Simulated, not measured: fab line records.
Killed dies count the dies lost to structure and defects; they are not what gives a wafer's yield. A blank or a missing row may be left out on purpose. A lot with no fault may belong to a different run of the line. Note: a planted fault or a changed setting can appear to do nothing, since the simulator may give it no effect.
Split-lot study	flow n5 finfet	21 wafers read from 7 lots, route of 1938 steps

SPLIT DETAILS
At N5_BEOL_M10_COAT_60 (time 60 s, resist thk 30 nm), the setting spin rpm was moved away from the recipe's 1500 rpm on 7 of the 21 wafers read, by +4.9% to +9.9%. For the rest of the wafers, this setting stayed at what the recipe calls for.

FROM THE SPLIT TO THE READING: what the file shows between them, 2 steps
- N5_BEOL_M10_DESCUM_16: chemistry O2, time 7.9 s (also split here: time s)
- N5_BEOL_M10_ETCH_61: etches SiARC in CF4, target depth 39 nm, time 65 s

THE READING
SiARC_of_BEOL_M10_COAT_60.thk nm (the simulator's own value, which no gauge read), in nm, at N5_BEOL_M10_ETCH_62 (etches SOC in N2/H2, target depth 110 nm, overetch 22 nm, time 165 s). There is no usual value for it anywhere in the file. Across the 14 wafers here that went through the recipe, the average is 23.6 nm and the standard deviation 0.29 nm.

wafer	tool, chamber at the split	spin rpm as run, rpm	against the recipe	SiARC_of_BEOL_M10_COAT_60.thk nm, nm	against lot-mates on the recipe
L079.1	litho track-05, 0	1573	+4.9%	22.8	-1.0
L079.2	litho track-05, 0	1500	recipe	23.8	-
L079.5	litho track-05, 0	1500	recipe	23.8	-
L088.2	litho track-03, 0	1591	+6.1%	23	-0.8
L088.4	litho track-03, 0	1500	recipe	23.8	-
L088.6	litho track-03, 0	1500	recipe	23.8	-
L094.1	litho track-03, 0	1500	recipe	23.8	-
L094.4	litho track-03, 0	1500	recipe	23.8	-
L094.6	litho track-03, 0	1637	+9.1%	22.4	-1.4
L090.1	litho track-05, 0	1634	+8.9%	22.4	-1.2
L090.3	litho track-05, 0	1634	+8.9%	22.4	-1.2
L090.5	litho track-05, 0	1500	recipe	23.6	-
L096.1	litho track-04, 0	1648	+9.9%	22	-1.8
L096.3	litho track-04, 0	1500	recipe	23.8	-
L096.6	litho track-04, 0	1648	+9.9%	22.4	-1.4
L092.1	litho track-04, 0	1500	recipe	23.2	-
L092.2	litho track-04, 0	1500	recipe	23.6	-
L092.3	litho track-04, 0	1500	recipe	23	-
L095.1	litho track-05, 0	1500	recipe	23.2	-
L095.6	litho track-05, 0	1500	recipe	23.2	-
L095.2	litho track-05, 0	1500	recipe	23.8	-

FIT RESULTS
A straight line over all 21 wafers: SiARC_of_BEOL_M10_COAT_60.thk nm changes by -0.134 nm for each +1% of spin rpm; r = -0.91; the points scatter about the line by 0.26 nm.
The same after taking each lot's own level away (the mean of its wafers on the recipe; 21 wafers): -0.151 nm for each +1%; r = -0.96; scatter 0.19 nm.
On that fit, the largest move of spin rpm shifts the reading by 1.5 nm.
Across the lots, their own levels run from 23.27 to 23.80 nm, a range of 1.9 times the standard deviation given above.
So the lot-to-lot level changes the slope: the two fits differ.
Check: for one of the wafers moved furthest among these (+9.9%), held out of the fit, the line's prediction against its lot-mates is -1.42 nm. It came out at -1.8 nm against them.

THE OTHER SPLITS THESE WAFERS WENT THROUGH
These wafers also went through other splits before the reading. Each is held against what the fit with the lots' levels taken away leaves over:
other split on the same wafers	wafers away from the commonest value	r with SiARC_of_BEOL_M10_COAT_60.thk nm (lot level and that fit taken away)
N5_BEOL_M4_DESCUM_33 time s	6	+0.02
N5_BEOL_M4_TRENCH_ETCH_37 source w	7	+0.06
N5_BEOL_M4_SPUTTER_79 time s	8	-0.10
N5_BEOL_M7_DESCUM_33 time s	8	+0.10
N5_BEOL_M7_VIA_ETCH_34 source w	6	-0.01
N5_BEOL_M8_DESCUM_33 time s	8	+0.21
N5_BEOL_M10_DESCUM_16 time s	4	-0.05

THE WHOLE CHAIN: every reading that the file lists as answering this split, in the file's order
step	what it does	reading	change (the file's fit)	r (the file's)
N5_BEOL_M10_COAT_60	time 60 s, resist thk 30 nm	SiARC_of_BEOL_M10_COAT_60.thk nm (the simulator's own value, which no gauge read)	-0.136 nm for each +1% of the setting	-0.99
N5_BEOL_M10_ETCH_61	etches SiARC in CF4, target depth 39 nm, time 65 s	CAR-ArF_of_BEOL_M10_COAT_05.thk nm (the simulator's own value, which no gauge read)	+0.127 nm for each +1% of the setting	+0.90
N5_BEOL_M10_ETCH_61	etches SiARC in CF4, target depth 39 nm, time 65 s	etch.depth nm (the simulator's own value, which no gauge read)	-0.141 nm for each +1% of the setting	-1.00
N5_BEOL_M10_ETCH_62	etches SOC in N2/H2, target depth 110 nm, overetch 22 nm, time 165 s	SiARC_of_BEOL_M10_COAT_60.thk nm (the simulator's own value, which no gauge read)	-0.153 nm for each +1% of the setting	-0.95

THE FILE'S OWN FIT
SiARC_of_BEOL_M10_COAT_60.thk nm changes by -0.153 nm for each +1% of spin rpm, r = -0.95.
